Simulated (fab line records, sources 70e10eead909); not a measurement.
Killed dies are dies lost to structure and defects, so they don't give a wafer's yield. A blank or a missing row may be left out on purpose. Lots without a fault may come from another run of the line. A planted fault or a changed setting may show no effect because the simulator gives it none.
Which tool did it? | flow nand_harc | 6 lots, 17 wafers sampled, at 4 steps of a route of 1302

WHAT THE GAUGES READ, wafer by wafer
NHARC_A_DECK1_JOINT_THK_MEAS_17: measures by ellipsometry.
lot  | measured     | on            | thk_nm (nm)
L322 | day 13 06:38 | film_metro-02 | 43.1 45.3 45.5
L323 | day 14 07:01 | film_metro-01 | 44.9 45.4 45.5
L326 | day 14 15:55 | film_metro-02 | 43.1 43.4 44.6
L330 | day 16 12:32 | film_metro-02 | 43.3 49.1 43.5
L338 | day 20 06:46 | film_metro-01 | 42.9 44.0 29.1
L340 | day 20 19:20 | film_metro-01 | 43.8 27.3

WHICH TOOL RAN EACH LOT (tool, then ch and the chambers of the sampled wafers, then the start)
lot  | NHARC_A_CHANNEL_FILL_D1_CMP_10 | NHARC_A_DECK1_JOINT_CMP_02    | NHARC_A_DECK1_JOINT_DEP_16
L322 | cmp-01 ch 0,2, day 11 21:09    | cmp-02 ch 1,2,3, day 13 06:02 | pecvd-03 ch 1,2, day 13 06:23
L323 | cmp-04 ch 1,2, day 12 14:35    | cmp-01 ch 1,2, day 14 06:20   | pecvd-04 ch 0,1,2, day 14 06:44
L326 | cmp-01 ch 1,2,3, day 13 06:56  | cmp-02 ch 0,1,2, day 14 15:15 | pecvd-03 ch 0,1,2, day 14 15:40
L330 | cmp-04 ch 1,3, day 15 04:00    | cmp-02 ch 1,3, day 16 11:52   | pecvd-01 ch 0,1, day 16 12:19
L338 | cmp-01 ch 0,1,3, day 18 13:46  | cmp-03 ch 0,1,3, day 20 05:56 | pecvd-01 ch 1,2, day 20 06:31
L340 | cmp-04 ch 2,3, day 19 10:27    | cmp-01 ch 2,3, day 20 18:32   | pecvd-01 ch 1, day 20 19:05
- NHARC_A_CHANNEL_FILL_D1_CMP_10: polishes, target thk 150 nm.
- NHARC_A_DECK1_JOINT_CMP_02: polishes SiOx.
- NHARC_A_DECK1_JOINT_DEP_16: deposits SiO2, target thk 45 nm.

THE ANSWER, worked out from the rows above alone
Rule: what is usual is taken from the lots themselves. Put in order of their means at a reading, lots are off if they are a third of the lots or fewer, leave a main group of 4 or more, and stand apart from it by a gap of 3 or more times the standard deviation of the main group's means; of several such gaps the widest counts. A main group whose means are all the same, to the digits that the tables above print for the reading, isn't used. A lot without any number at a reading at which 4 lots or more have one is off too. The other lots that the step has rows for count as sound.
Off: L338, L340, at NHARC_A_DECK1_JOINT_THK_MEAS_17 (thk_nm). The main group: mean 44.7 nm, standard deviation 0.65.
A tool fits if, at a process step before that reading, it ran every lot that is off, and no sound lot after the first of them. The gauges at NHARC_A_DECK1_JOINT_THK_MEAS_17 are tried like those tools. Can't be told from this: 2 tools fit, pecvd-01 at NHARC_A_DECK1_JOINT_DEP_16, film_metro-01 at NHARC_A_DECK1_JOINT_THK_MEAS_17.

WHAT THE SIMULATOR HAD PUT IN
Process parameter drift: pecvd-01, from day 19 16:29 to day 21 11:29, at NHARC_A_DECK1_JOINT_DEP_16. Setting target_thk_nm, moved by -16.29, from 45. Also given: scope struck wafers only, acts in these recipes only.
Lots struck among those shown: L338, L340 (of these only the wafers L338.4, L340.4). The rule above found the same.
